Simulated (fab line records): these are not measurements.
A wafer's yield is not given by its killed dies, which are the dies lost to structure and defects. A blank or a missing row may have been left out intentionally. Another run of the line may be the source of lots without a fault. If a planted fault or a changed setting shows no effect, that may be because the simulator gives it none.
Shared-tool check    flow nand harc    12 lots and 36 wafers in the sample

## WHAT PROMPTED THE OPENING
At NHARC_A_BLC_CD_MEAS_10 the reading cd nm is flagged on 3 of 12 lots. Fault-free wafers read 99.8 nm, with a standard deviation of 0.69.
Rule: flag the lot when none of its wafers has a number, or when each of its wafers that has one lies beyond 4 standard deviations from that mean. The other lots count as sound.

lot   measured      on         cd nm (nm), wafer by wafer  flag
L821  day 17 08:35  cd sem-03  100.1 99.0 99.5             
L825  day 17 16:20  cd sem-03  99.3 99.3 99.7              
L822  day 17 21:11  cd sem-02  99.7 100.0 99.8             
L823  day 17 21:46  cd sem-03  100.4 99.6 99.8             
L824  day 18 22:30  cd sem-03  99.6 100.4 99.5             
L831  day 20 14:00  cd sem-02  89.7 90.1 89.0              FLAGGED
L830  day 20 15:12  cd sem-03  92.5 91.0 92.0              FLAGGED
L838  day 21 04:16  cd sem-01  99.3 99.7 99.9              
L835  day 21 13:39  cd sem-01  92.1 93.6 93.5              FLAGGED
L842  day 23 01:30  cd sem-01  100.0 99.5 99.1             
L841  day 23 02:08  cd sem-02  100.2 100.8 101.2           
L843  day 23 03:40  cd sem-02  99.7 100.0 99.2             
On average the flagged lots' numbers are 91.5 nm, which is -8.3 nm against the usual, or -12 standard deviations.

## WHICH TOOL EACH LOT WENT THROUGH
4 process steps preceding the reading are held in the record, out of 1159 steps in the route. In each cell: the tool, then ch and the chambers that the sampled wafers went through, then the start.
lot   flag     NHARC_A_CONTACT_ETCH_137              NHARC_A_CONTACT_ETCH_138              NHARC_A_CONTACT_ALD_18               NHARC_A_BLC_EXPOSE_07
L821           har cap etch-01 ch 0,1, day 17 01:31  har cap etch-01 ch 0,1, day 17 01:41  ald metal-04 ch 0,1,3, day 17 03:43  arfi scanner-01 ch 0, day 17 08:26
L825           har cap etch-02 ch 1, day 17 12:11    har cap etch-02 ch 1, day 17 12:19    ald metal-02 ch 0,1,3, day 17 14:16  arfi scanner-02 ch 0, day 17 16:11
L822           har cap etch-03 ch 0,1, day 17 13:40  har cap etch-03 ch 0,1, day 17 13:47  ald metal-02 ch 1,3, day 17 15:26    arfi scanner-03 ch 0, day 17 21:04
L823           har cap etch-01 ch 0,1, day 17 17:55  har cap etch-01 ch 0,1, day 17 18:02  ald metal-04 ch 0,1,2, day 17 19:43  arfi scanner-01 ch 0, day 17 21:37
L824           har cap etch-01 ch 0,1, day 18 17:25  har cap etch-01 ch 0,1, day 18 17:32  ald metal-04 ch 1,2, day 18 20:38    arfi scanner-03 ch 0, day 18 22:22
L831  FLAGGED  har cap etch-02 ch 0,1, day 20 08:43  har cap etch-02 ch 0,1, day 20 08:50  ald metal-03 ch 0,1,3, day 20 10:34  arfi scanner-01 ch 0, day 20 13:52
L830  FLAGGED  har cap etch-01 ch 0,1, day 20 10:50  har cap etch-01 ch 0,1, day 20 10:58  ald metal-04 ch 0,1,2, day 20 12:52  arfi scanner-01 ch 0, day 20 15:04
L838           har cap etch-02 ch 0,1, day 21 00:27  har cap etch-02 ch 0,1, day 21 00:35  ald metal-02 ch 0,1,3, day 21 02:16  arfi scanner-02 ch 0, day 21 04:08
L835  FLAGGED  har cap etch-02 ch 0,1, day 21 05:38  har cap etch-02 ch 0,1, day 21 05:45  ald metal-02 ch 1,3, day 21 07:28    arfi scanner-01 ch 0, day 21 13:31
L842           har cap etch-02 ch 0,1, day 22 19:32  har cap etch-02 ch 0,1, day 22 19:39  ald metal-03 ch 2,3, day 22 21:28    arfi scanner-02 ch 0, day 23 01:22
L841           har cap etch-03 ch 0,1, day 22 19:50  har cap etch-03 ch 0,1, day 22 19:57  ald metal-02 ch 2,3, day 22 21:49    arfi scanner-02 ch 0, day 23 01:59
L843           har cap etch-01 ch 0,1, day 22 23:04  har cap etch-01 ch 0,1, day 22 23:13  ald metal-03 ch 0,1,2, day 23 01:00  arfi scanner-03 ch 0, day 23 03:31
What these steps do:
- NHARC_A_CONTACT_ETCH_137: etches the open film in C4F8/O2/Ar, time 132 s, target depth 1287 nm.
- NHARC_A_CONTACT_ETCH_138: etches the open film in C4F8/O2/Ar, time 132 s, target depth 1289 nm.
- NHARC_A_CONTACT_ALD_18: deposits TiN, target thk 3 nm, pulse time 1 s, ald cycles 150.
- NHARC_A_BLC_EXPOSE_07: exposes mask A BLC, target cd 100 nm.
- NHARC_A_BLC_CD_MEAS_10: target cd 100 nm.

## FLAGGED OVER TOTAL, TOOL BY TOOL (the gauges that took the reading come last)
step                      tool             lots run  flagged  share of the flagged lots  sound lots run after its first flagged lot
NHARC_A_CONTACT_ETCH_137  har cap etch-01  5         1        some                       1 (L843)
NHARC_A_CONTACT_ETCH_137  har cap etch-02  5         2        some                       2 (L838,L842)
NHARC_A_CONTACT_ETCH_137  har cap etch-03  2         0        none                       -
NHARC_A_CONTACT_ETCH_138  har cap etch-01  5         1        some                       1 (L843)
NHARC_A_CONTACT_ETCH_138  har cap etch-02  5         2        some                       2 (L838,L842)
NHARC_A_CONTACT_ETCH_138  har cap etch-03  2         0        none                       -
NHARC_A_CONTACT_ALD_18    ald metal-02     5         1        some                       1 (L841)
NHARC_A_CONTACT_ALD_18    ald metal-03     3         1        some                       2 (L842,L843)
NHARC_A_CONTACT_ALD_18    ald metal-04     4         1        some                       0
NHARC_A_BLC_EXPOSE_07     arfi scanner-01  5         3        all                        0
NHARC_A_BLC_EXPOSE_07     arfi scanner-02  4         0        none                       -
NHARC_A_BLC_EXPOSE_07     arfi scanner-03  3         0        none                       -
NHARC_A_BLC_CD_MEAS_10    cd sem-01        3         1        some                       1 (L842)
NHARC_A_BLC_CD_MEAS_10    cd sem-02        4         1        some                       2 (L841,L843)
NHARC_A_BLC_CD_MEAS_10    cd sem-03        5         1        some                       0

## WHAT THE TABLE ALLOWS
1 row of the table ran every flagged lot: arfi scanner-01 at NHARC_A_BLC_EXPOSE_07.
- arfi scanner-01 at NHARC_A_BLC_EXPOSE_07 ran 5 lots, 3 of them flagged. Last sound lot L823 at day 17 21:37, first flagged lot L831 at day 20 13:52; a fault beginning in between fits. Its own readings (exposure dose mJ cm2) fall more than 4 standard deviations out on all wafers of the flagged lots.
What remains is a single tool, arfi scanner-01 at NHARC_A_BLC_EXPOSE_07.

## WHAT THE SIMULATOR PUT IN
Drift in process parameters on arfi scanner-01 at NHARC_A_BLC_EXPOSE_07, starting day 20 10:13. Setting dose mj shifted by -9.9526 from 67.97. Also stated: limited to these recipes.
Shown lots that were struck: L831, L830, L835. Same finding as the rule above.
